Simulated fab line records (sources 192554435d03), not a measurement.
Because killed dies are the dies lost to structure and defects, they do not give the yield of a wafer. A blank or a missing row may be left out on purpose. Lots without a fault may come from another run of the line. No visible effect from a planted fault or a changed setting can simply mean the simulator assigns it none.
fab line records	flow n5_finfet	part 1 of 2: steps 1 to 18 of 27
record lots=5	wafers=15	last_day=18
route steps=1938 shown BEOL_M7@1273
lots with no fault: from the same line, run without faults
start_h: hours from the record's opening day to when the first of the lot's shown wafers began	wait_h: hours elapsed since this lot's preceding step	" repeats the value in the row above	L1.1+2: a row that stands for several wafers	- value missing, or start not given	* or withheld: withheld	< > ~ a bound
route shown NAME@n: a module of which the file shows steps, and the number in the route of the first	usual: mean/standard deviation taken from wafers without a fault	same: alike in all rows	chamber/n: place in a boat	sites: each site's reading	_std_site: standard deviation of those values	_edge_site: mean of outer sites minus mean of inner sites	radius_mm: how far each site lies from the wafer's centre	mask NAME#n: copy n	behind: the last tool/chamber to shape the wafer	hold: the reason the lot was held/the length of the hold in hours/how it ended	device: names the non-switching transistor (n, p or np)	end of line: the route-end tests of the same wafers	a step without rows: its recipe alone	killed: dies lost to structure and defects at the first sort, not the wafer's yield	map: a wafer's dies, marking killed ones x, the rest . and places with no die _
set.NAME: the setting that was run; set.NAME@STEP: the one run at that earlier step	model.NAME: the simulator's own value behind a step, which no gauge read
lots at some steps of the route; a table a step, a row a wafer
services: the hour from which a tool's chamber was out of use, counted from the record's first day as start_h (under 0 if before that day), plus the number of hours and why
## steps
# step N5_BEOL_M7_EXPOSE_08
# recipe mask_id=M7	na=1.35	source_shape=dipole	sigma_inner=0.817	sigma_outer=0.97	polarization=te	dose_mj=68.25
# usual exposure_dose_mJ_cm2=68.5/0.53
lot.wafer	tool	chamber	start_h	wait_h	mask	exposure_dose_mJ_cm2
L081.1	arfi_scanner-02	0	247.58	-	M7#0	68.2
L081.3	"	0	"	"	M7#0	68.3
L081.4	"	0	"	"	M7#0	68.2
L080.1	arfi_scanner-02	0	266.50	-	M7#0	68.2
L080.2	"	0	"	"	M7#0	68.2
L080.5	"	0	"	"	M7#0	68.2
L086.1	arfi_scanner-02	0	312.23	-	M7#0	68.4
L086.3	"	0	"	"	M7#0	68.3
L086.5	"	0	"	"	M7#0	68.3
L089.3	arfi_scanner-01	0	340.61	-	M7#0	69.5
L089.4	"	0	"	"	M7#0	69.3
L089.5	"	0	"	"	M7#0	69.4
L094.1	arfi_scanner-03	0	358.76	-	M7#0	68.1
L094.4	"	0	"	"	M7#0	68.3
L094.6	"	0	"	"	M7#0	68.3
# step N5_BEOL_M7_PEB_09
# recipe peb_temp_c=withheld	peb_time_s=60	resist=CAR-ArF
# usual exhaust_pa=45.1/0.86
# same peb_time_s=60
lot.wafer	tool	chamber	start_h	wait_h	exhaust_pa
L081.1	litho_track-05	0	247.64	0.1	45.4
L081.3	"	0	"	"	45.4
L081.4	"	0	"	"	43.9
L080.1	litho_track-03	0	266.57	0.1	44.4
L080.2	"	0	"	"	44.9
L080.5	"	0	"	"	44.7
L086.1	litho_track-02	0	312.29	0.1	44.4
L086.3	"	0	"	"	46.2
L086.5	"	0	"	"	45.5
L089.3	litho_track-02	0	340.66	0.0	45.7
L089.4	"	0	"	"	45.8
L089.5	"	0	"	"	43.6
L094.1	litho_track-02	0	358.82	0.1	42.6
L094.4	"	0	"	"	45.0
L094.6	"	0	"	"	44.4
# step N5_BEOL_M7_DEVELOP_10
# recipe develop_time_s=30	developer=TMAH	resist=CAR-ArF	rinse_liquid=diw	dry=air_spin	dev_temp_c=23
# usual exhaust_pa=45.1/0.88
lot.wafer	tool	chamber	start_h	wait_h	exhaust_pa
L081.1	litho_track-05	0	-	-	46.0
L081.3	"	0	"	"	45.7
L081.4	"	0	"	"	44.9
L080.1	litho_track-03	0	-	-	45.3
L080.2	"	0	"	"	46.3
L080.5	"	0	"	"	44.1
L086.1	litho_track-02	0	-	-	44.7
L086.3	"	0	"	"	47.0
L086.5	"	0	"	"	45.2
L089.3	litho_track-02	0	-	-	46.7
L089.4	"	0	"	"	45.2
L089.5	"	0	"	"	46.1
L094.1	litho_track-02	0	-	-	44.5
L094.4	"	0	"	"	44.4
L094.6	"	0	"	"	44.3
# step N5_BEOL_M7_CD_MEAS_11
# recipe target_cd_nm=38.5	landing_energy_ev=500	detector=se_inlens	polarity=opening
# usual cd_nm=38.4/0.44
# same landing_energy_ev=500
lot.wafer	tool	chamber	start_h	wait_h	cd_nm
L081.1	cd_sem-02	0	247.70	-	38.2
L081.3	"	0	"	"	38.7
L081.4	"	0	"	"	38.4
L080.1	cd_sem-03	0	266.63	-	38.8
L080.2	"	0	"	"	39.2
L080.5	"	0	"	"	38.7
L086.1	cd_sem-03	0	312.35	-	38.4
L086.3	"	0	"	"	38.7
L086.5	"	0	"	"	38.8
L089.3	cd_sem-01	0	340.73	-	38.3
L089.4	"	0	"	"	38.0
L089.5	"	0	"	"	38.6
L094.1	cd_sem-01	0	358.89	-	37.4
L094.4	"	0	"	"	38.0
L094.6	"	0	"	"	38.2
# step N5_BEOL_M7_OVL_MEAS_12
# recipe points_per_wafer=44
# usual M7_OVL=0.4/0.75
# same points_per_wafer=44
lot.wafer	tool	chamber	start_h	wait_h	M7_OVL[nm]
L081.1	overlay-01	0	247.74	0.0	-0.9
L081.3	"	0	"	"	0.3
L081.4	"	0	"	"	0.1
L080.1	overlay-01	0	266.66	0.0	1.0
L080.2	"	0	"	"	-0.2
L080.5	"	0	"	"	0.7
L086.1	overlay-02	0	312.39	0.0	1.0
L086.3	"	0	"	"	1.1
L086.5	"	0	"	"	0.9
L089.3	overlay-02	0	340.75	0.0	-0.1
L089.4	"	0	"	"	1.7
L089.5	"	0	"	"	0.9
L094.1	overlay-02	0	358.92	0.0	0.8
L094.4	"	0	"	"	0.7
L094.6	"	0	"	"	1.2
# step N5_BEOL_M7_INSPECT_13
# recipe mode=adi	inspect_instrument=brightfield
# usual raw_defect_count=373/86
lot.wafer	tool	chamber	start_h	wait_h	raw_defect_count
L081.1	defect_inspect-01	-	247.76	0.0	309
L081.3	"	-	"	"	342
L081.4	"	-	"	"	310
L080.1	defect_inspect-02	-	266.69	0.0	483
L080.2	"	-	"	"	404
L080.5	"	-	"	"	581
L086.1	defect_inspect-01	-	312.41	0.0	352
L086.3	"	-	"	"	379
L086.5	"	-	"	"	322
L089.3	defect_inspect-02	-	340.78	0.0	316
L089.4	"	-	"	"	432
L089.5	"	-	"	"	369
L094.1	defect_inspect-02	-	358.94	0.0	418
L094.4	"	-	"	"	485
L094.6	"	-	"	"	329
# step N5_BEOL_M7_DESCUM_16
# recipe chemistry=O2	time_s=7.9	source_power_w=50	bias_power_w=20	pressure_mtorr=20	rf_frequency_hz=2.712e+07	temp_c=40	resist=CAR-ArF	o2_flow_sccm=225
# usual drypump_motor_current_A=5.4/0.44	oes_product_au=0.77/0.086	rf_fwd_power_W=49.41/0.22	rf_vpp_V=244.0/1.1	showerhead_plenum_p_Torr=2.15/0.047	throttle_valve_pct=20.43/0.22
lot.wafer	tool	chamber	start_h	wait_h	drypump_motor_current_A	oes_product_au	rf_fwd_power_W	rf_hours_counter_h	rf_vpp_V	showerhead_plenum_p_Torr	throttle_valve_pct
L081.1	rie_diel-01	1	247.83	0.1	5.7	0.69	49.02	249	243.8	2.15	20.74
L081.3	"	2	"	"	5.0	0.74	49.71	170	243.4	2.10	20.65
L081.4	"	0	"	"	5.4	0.73	49.02	163	244.0	2.18	20.29
L080.1	rie_diel-02	1	267.15	0.5	5.0	0.74	49.49	175	243.2	2.18	20.25
L080.2	"	0	"	"	5.0	0.67	49.27	222	244.2	2.15	20.60
L080.5	"	0	"	"	5.0	0.67	49.28	-	244.0	2.15	20.59
L086.1	rie_diel-02	1	312.44	0.0	5.0	0.73	49.87	191	243.8	2.17	20.28
L086.3	"	0	"	"	5.1	0.66	49.34	238	245.0	2.15	20.59
L086.5	"	1	"	"	5.0	0.72	49.80	-	243.9	2.17	20.27
L089.3	rie_diel-04	2	340.81	0.0	5.5	0.69	48.92	244	243.1	2.05	20.56
L089.4	"	1	"	"	6.1	0.90	48.82	23	244.6	2.23	20.20
L089.5	"	1	"	"	6.1	0.90	48.98	-	245.3	2.23	20.21
L094.1	rie_diel-04	2	358.98	0.0	5.5	0.68	49.24	248	243.6	2.05	20.56
L094.4	"	0	"	"	6.1	0.90	49.29	44	244.8	2.13	20.47
L094.6	"	1	"	"	6.1	0.90	49.21	-	245.6	2.23	20.22
# step N5_BEOL_M7_ETCH_61
# recipe chemistry=CF4	target=SiARC	target_depth_a=455	mask_material=CAR-ArF	time_s=75.8	ion_energy_ev=80	pressure_mtorr=40	source_w=545	bias_w=36	Ar_flow_sccm=100	cf4_flow_sccm=100	ends=cleared
# usual drypump_motor_current_A=5.4/0.44	etch_rf_on_time_s=75.8/1	oes_product_au=0.66/0.071	rf_fwd_power_W=539.9/2.3	rf_vpp_V=184.8/1	showerhead_plenum_p_Torr=2.20/0.047	throttle_valve_pct=15.62/0.2
lot.wafer	tool	chamber	start_h	wait_h	drypump_motor_current_A	etch_rf_on_time_s	oes_product_au	rf_fwd_power_W	rf_hours_counter_h	rf_vpp_V	showerhead_plenum_p_Torr	throttle_valve_pct
L081.1	rie_diel-01	1	247.86	0.0	5.8	77.6	0.58	536.7	249	185.4	2.20	15.97
L081.3	"	2	"	"	5.0	74.9	0.64	544.8	170	185.1	2.14	15.77
L081.4	"	0	"	"	5.5	75.7	0.64	539.9	163	184.8	2.23	15.48
L080.1	rie_diel-02	1	267.18	0.0	5.0	74.6	0.63	542.4	175	185.0	2.22	15.46
L080.2	"	0	"	"	5.0	76.1	0.57	539.5	222	184.3	2.20	15.82
L080.5	"	0	"	"	5.1	76.3	0.57	541.8	-	183.9	2.20	15.80
L086.1	rie_diel-02	1	312.48	0.0	5.0	75.2	0.62	542.5	191	184.0	2.22	15.49
L086.3	"	0	"	"	5.0	76.4	0.57	540.6	238	185.5	2.19	15.83
L086.5	"	1	"	"	5.0	75.1	0.63	541.1	-	184.1	2.22	15.49
L089.3	rie_diel-04	2	340.85	0.0	5.5	76.9	0.58	537.8	244	183.8	2.11	15.81
L089.4	"	1	"	"	6.1	74.9	0.78	536.9	23	187.5	2.27	15.35
L089.5	"	1	"	"	6.1	74.4	0.77	536.1	-	185.7	2.27	15.35
L094.1	rie_diel-04	2	359.02	0.0	5.5	78.8	0.57	537.1	248	184.3	2.11	15.83
L094.4	"	0	"	"	6.1	76.9	0.75	537.7	44	183.7	2.17	15.57
L094.6	"	1	"	"	6.1	75.7	0.76	537.2	-	186.0	2.27	15.35
# step N5_BEOL_M7_ETCH_62
# recipe chemistry=N2/H2	target=SOC	target_depth_a=1100	overetch_a=220	mask_material=SiARC	temp_c=40	time_s=165	ion_energy_ev=200	pressure_mtorr=30	source_w=840	bias_w=150	n2_flow_sccm=200	h2_flow_sccm=200
# usual drypump_motor_current_A=5.4/0.44	oes_product_au=0.66/0.07	rf_fwd_power_W=837.8/2.7	rf_vpp_V=525.9/1.9	showerhead_plenum_p_Torr=2.62/0.061	throttle_valve_pct=17.84/0.24
lot.wafer	tool	chamber	start_h	wait_h	drypump_motor_current_A	oes_product_au	rf_fwd_power_W	rf_hours_counter_h	rf_vpp_V	showerhead_plenum_p_Torr	throttle_valve_pct
L081.1	rie_diel-01	1	247.92	0.0	5.8	0.59	837.6	249	524.1	2.61	18.26
L081.3	"	2	"	"	5.0	0.63	837.9	171	522.4	2.53	17.95
L081.4	"	0	"	"	5.5	0.63	838.0	163	526.5	2.64	17.66
L080.1	rie_diel-02	1	267.24	0.0	5.1	0.62	839.2	175	525.6	2.64	17.67
L080.2	"	0	"	"	5.0	0.58	842.9	222	526.3	2.63	18.02
L080.5	"	0	"	"	5.1	0.58	839.7	-	525.5	2.63	18.02
L086.1	rie_diel-02	1	312.53	0.0	5.0	0.61	842.2	191	527.4	2.64	17.71
L086.3	"	0	"	"	5.0	0.56	839.7	238	526.3	2.62	18.04
L086.5	"	1	"	"	5.0	0.62	839.0	-	527.4	2.63	17.71
L089.3	rie_diel-04	2	340.90	0.0	5.5	0.59	831.9	244	522.8	2.50	18.01
L089.4	"	1	"	"	6.1	0.77	838.9	23	528.7	2.71	17.55
L089.5	"	1	"	"	6.1	0.77	836.7	-	528.4	2.71	17.54
L094.1	rie_diel-04	2	359.08	0.0	5.5	0.58	831.3	248	521.8	2.50	18.01
L094.4	"	0	"	"	6.1	0.75	838.4	44	525.0	2.59	17.85
L094.6	"	1	"	"	6.1	0.76	839.9	-	528.3	2.71	17.53
# step N5_BEOL_M7_STRIP_68
# recipe chemistry=N2/H2	temp_c=40	n2_flow_sccm=200	h2_flow_sccm=200	rf_frequency_hz=6e+07
lot.wafer	tool	chamber	start_h	wait_h
L081.1+3+4	rie_diel-01	1,2,0	248.05	0.1
L080.1+2+5	rie_diel-02	1,0,0	267.37	0.1
L086.1+3+5	rie_diel-02	1,0,1	312.67	0.1
L089.3+4+5	rie_diel-04	2,1,1	341.04	0.1
L094.1+4+6	rie_diel-04	2,0,1	359.21	0.1
# step N5_BEOL_M7_STRIP_67
# recipe chemistry=CF4	resist=SiARC	power_w=300	bias_power_w=75	pressure_mtorr=50	cf4_flow_sccm=150	rf_frequency_hz=6e+07
# usual drypump_motor_current_A=5.4/0.44	oes_product_au=0.77/0.081	rf_vpp_V=272.2/1.3	showerhead_plenum_p_Torr=1.84/0.038	throttle_valve_pct=13.59/0.2
lot.wafer	tool	chamber	start_h	wait_h	drypump_motor_current_A	oes_product_au	rf_hours_counter_h	rf_vpp_V	showerhead_plenum_p_Torr	throttle_valve_pct
L081.1	rie_diel-01	1	248.06	0.0	5.8	0.70	249	270.2	1.84	13.98
L081.3	"	2	"	"	5.0	0.74	171	270.7	1.80	13.79
L081.4	"	0	"	"	5.5	0.74	163	273.7	1.87	13.49
L080.1	rie_diel-02	1	267.38	0.0	5.0	0.74	175	272.3	1.86	13.48
L080.2	"	0	"	"	5.1	0.68	222	273.9	1.84	13.80
L080.5	"	0	"	"	5.0	0.68	-	272.6	1.84	13.80
L086.1	rie_diel-02	1	312.68	0.0	5.0	0.72	191	271.7	1.85	13.50
L086.3	"	0	"	"	5.0	0.67	238	272.3	1.83	13.84
L086.5	"	1	"	"	5.0	0.72	-	273.6	1.85	13.48
L089.3	rie_diel-04	2	341.05	0.0	5.4	0.68	244	270.7	1.76	13.83
L089.4	"	1	"	"	6.1	0.90	23	273.9	1.90	13.31
L089.5	"	1	"	"	6.1	0.90	-	274.2	1.90	13.29
L094.1	rie_diel-04	2	359.22	0.0	5.5	0.69	248	271.7	1.76	13.82
L094.4	"	0	"	"	6.1	0.88	44	272.4	1.82	13.49
L094.6	"	1	"	"	6.1	0.89	-	272.9	1.90	13.30
# step N5_BEOL_M7_HM_OPEN_17
# recipe chemistry=Cl2/BCl3	target_depth_a=200	overetch_a=60	target=TiN	mask_material=SOC	ion_energy_ev=150	pressure_mtorr=10	icp_w=1000	bias_w=126	Cl2_flow_sccm=53.25	bcl3_flow_sccm=21.75	Ar_flow_sccm=25
# usual bcl3_flow_sccm=21.76/0.072	drypump_motor_current_A=5.3/0.43	oes_ar_750_au=0.82/0.096	oes_product_au=0.70/0.082	rf_fwd_power_W=992/3.8	throttle_valve_pct=22.02/0.15
lot.wafer	tool	chamber	start_h	wait_h	bcl3_flow_sccm	drypump_motor_current_A	oes_ar_750_au	oes_product_au	rf_fwd_power_W	rf_hours_counter_h	throttle_valve_pct
L081.1	rie_metal-01	0	248.11	0.0	21.75	5.0	0.79	0.70	989	29	22.00
L081.3	"	0	"	"	21.67	5.0	0.79	0.70	994	-	22.01
L081.4	"	1	"	"	21.84	5.0	0.92	0.80	988	-	21.94
L080.1	rie_metal-01	0	267.42	0.0	21.77	5.0	0.78	0.68	994	31	22.01
L080.2	"	1	"	"	21.81	5.0	0.91	0.78	987	4	21.94
L080.5	"	0	"	"	21.80	5.0	0.79	0.69	993	-	22.00
L086.1	rie_metal-01	0	312.72	0.0	21.89	5.0	0.77	0.67	998	36	22.02
L086.3	"	1	"	"	21.73	5.0	0.87	0.75	988	-	21.96
L086.5	"	0	"	"	21.92	5.0	0.77	0.68	997	-	22.02
L089.3	rie_metal-03	1	341.12	0.1	21.79	5.4	0.77	0.64	991	-	22.25
L089.4	"	0	"	"	21.77	6.0	0.93	0.80	994	-	21.75
L089.5	"	0	"	"	21.78	6.0	0.93	0.80	997	-	21.73
L094.1	rie_metal-01	0	359.27	0.0	21.85	5.0	0.76	0.66	996	41	22.01
L094.4	"	1	"	"	21.72	5.0	0.85	0.73	991	-	21.97
L094.6	"	0	"	"	21.84	5.0	0.76	0.67	993	-	22.03
# step N5_BEOL_M7_STRIP_19
# recipe chemistry=O2	power_w=400	temp_c=40	pressure_mtorr=30	rf_frequency_hz=6e+07	bias_power_w=0	overash_fraction=0.2	o2_flow_sccm=225
# usual drypump_motor_current_A=5.3/0.43	oes_product_au=0.77/0.083	rf_vpp_V=3.7/0.63	showerhead_plenum_p_Torr=2.16/0.041	throttle_valve_pct=16.69/0.22
# same overash_fraction=0.2
lot.wafer	tool	chamber	start_h	wait_h	drypump_motor_current_A	oes_product_au	rf_hours_counter_h	rf_vpp_V	showerhead_plenum_p_Torr	throttle_valve_pct
L081.1	rie_diel-02	1	248.24	0.1	5.0	0.74	170	4.4	2.19	16.51
L081.3	"	0	"	"	5.0	0.67	217	3.5	2.16	16.86
L081.4	"	2	"	"	4.8	0.82	93	2.6	2.20	17.04
L080.1	rie_diel-01	3	267.58	0.1	4.7	0.73	195	3.5	2.16	16.58
L080.2	"	2	"	"	4.9	0.74	178	4.3	2.10	16.90
L080.5	"	3	"	"	4.7	0.72	-	3.6	2.16	16.55
L086.1	rie_diel-01	0	312.84	0.1	5.5	0.71	184	2.4	2.18	16.57
L086.3	"	2	"	"	5.0	0.73	190	3.3	2.09	16.91
L086.5	"	1	"	"	5.8	0.93	-	2.8	2.15	16.59
L089.3	rie_diel-04	3	341.20	0.1	5.6	0.72	189	4.8	2.09	16.64
L089.4	"	0	"	"	6.1	0.90	40	3.5	2.14	16.65
L089.5	"	1	"	"	6.1	0.91	-	3.9	2.23	16.43
L094.1	rie_diel-02	1	359.38	0.1	5.0	0.72	204	4.0	2.17	16.56
L094.4	"	2	"	"	4.9	0.79	-	3.8	2.19	17.08
L094.6	"	3	"	"	5.5	0.77	-	3.7	2.19	16.49
# step N5_BEOL_M7_CD_MEAS_18
# recipe pitch_nm=80	target_cd_nm=40
# usual cd_nm=39.9/0.47
lot.wafer	tool	chamber	start_h	wait_h	cd_nm
L081.1	cd_sem-01	-	248.31	0.0	39.7
L081.3	"	-	"	"	40.7
L081.4	"	-	"	"	40.1
L080.1	cd_sem-02	-	267.65	0.0	40.1
L080.2	"	-	"	"	40.5
L080.5	"	-	"	"	40.2
L086.1	cd_sem-03	-	312.91	0.0	39.7
L086.3	"	-	"	"	40.1
L086.5	"	-	"	"	40.1
L089.3	cd_sem-02	-	341.27	0.1	39.3
L089.4	"	-	"	"	40.3
L089.5	"	-	"	"	40.2
L094.1	cd_sem-01	-	359.45	0.1	38.9
L094.4	"	-	"	"	39.9
L094.6	"	-	"	"	40.4
# step N5_BEOL_M7_COAT_63
# recipe resist=SOC	temp_c=250	time_s=60	spin_rpm=1500	resist_thk_nm=60
# usual exhaust_pa=45.1/0.74
lot.wafer	tool	chamber	start_h	wait_h	exhaust_pa
L081.1	litho_track-02	0	260.02	11.7	43.8
L081.3	"	0	"	"	43.9
L081.4	"	0	"	"	46.0
L080.1	litho_track-03	0	267.76	0.1	45.3
L080.2	"	0	"	"	45.3
L080.5	"	0	"	"	44.5
L086.1	litho_track-05	0	313.95	1.0	44.5
L086.3	"	0	"	"	45.0
L086.5	"	0	"	"	45.9
L089.3	litho_track-05	0	341.52	0.2	43.9
L089.4	"	0	"	"	44.9
L089.5	"	0	"	"	45.0
L094.1	litho_track-03	0	361.79	2.3	43.9
L094.4	"	0	"	"	44.2
L094.6	"	0	"	"	44.4
# step N5_BEOL_M7_COAT_64
# recipe resist=SiARC	temp_c=220	time_s=60	spin_rpm=1500	resist_thk_nm=12
# usual exhaust_pa=45.0/0.84
lot.wafer	tool	chamber	start_h	wait_h	exhaust_pa
L081.1	litho_track-02	0	-	-	44.0
L081.3	"	0	"	"	44.2
L081.4	"	0	"	"	44.7
L080.1	litho_track-03	0	-	-	44.1
L080.2	"	0	"	"	44.2
L080.5	"	0	"	"	45.4
L086.1	litho_track-05	0	-	-	42.9
L086.3	"	0	"	"	44.3
L086.5	"	0	"	"	45.1
L089.3	litho_track-05	0	-	-	46.6
L089.4	"	0	"	"	45.8
L089.5	"	0	"	"	43.6
L094.1	litho_track-03	0	-	-	44.7
L094.4	"	0	"	"	45.5
L094.6	"	0	"	"	46.0
# step N5_BEOL_M7_COAT_71
# recipe resist=underlayer	temp_c=205	time_s=60	spin_rpm=1500	resist_thk_nm=5
# usual exhaust_pa=45.0/0.93
lot.wafer	tool	chamber	start_h	wait_h	exhaust_pa
L081.1	litho_track-02	0	-	-	45.1
L081.3	"	0	"	"	45.2
L081.4	"	0	"	"	45.5
L080.1	litho_track-03	0	-	-	43.4
L080.2	"	0	"	"	44.4
L080.5	"	0	"	"	43.5
L086.1	litho_track-05	0	-	-	45.1
L086.3	"	0	"	"	44.9
L086.5	"	0	"	"	43.7
L089.3	litho_track-05	0	-	-	46.8
L089.4	"	0	"	"	45.3
L089.5	"	0	"	"	45.1
L094.1	litho_track-03	0	-	-	45.6
L094.4	"	0	"	"	46.4
L094.6	"	0	"	"	46.2
# step N5_BEOL_M7_COAT_22
# recipe resist=CAR-EUV	spin_rpm=1500	resist_thk_nm=30
# usual exhaust_pa=44.9/0.92
lot.wafer	tool	chamber	start_h	wait_h	exhaust_pa
L081.1	litho_track-02	0	-	-	46.1
L081.3	"	0	"	"	45.7
L081.4	"	0	"	"	47.0
L080.1	litho_track-03	0	-	-	46.3
L080.2	"	0	"	"	44.7
L080.5	"	0	"	"	46.0
L086.1	litho_track-05	0	-	-	44.2
L086.3	"	0	"	"	45.6
L086.5	"	0	"	"	43.7
L089.3	litho_track-05	0	-	-	43.8
L089.4	"	0	"	"	44.3
L089.5	"	0	"	"	44.9
L094.1	litho_track-03	0	-	-	45.9
L094.4	"	0	"	"	43.1
L094.6	"	0	"	"	44.9
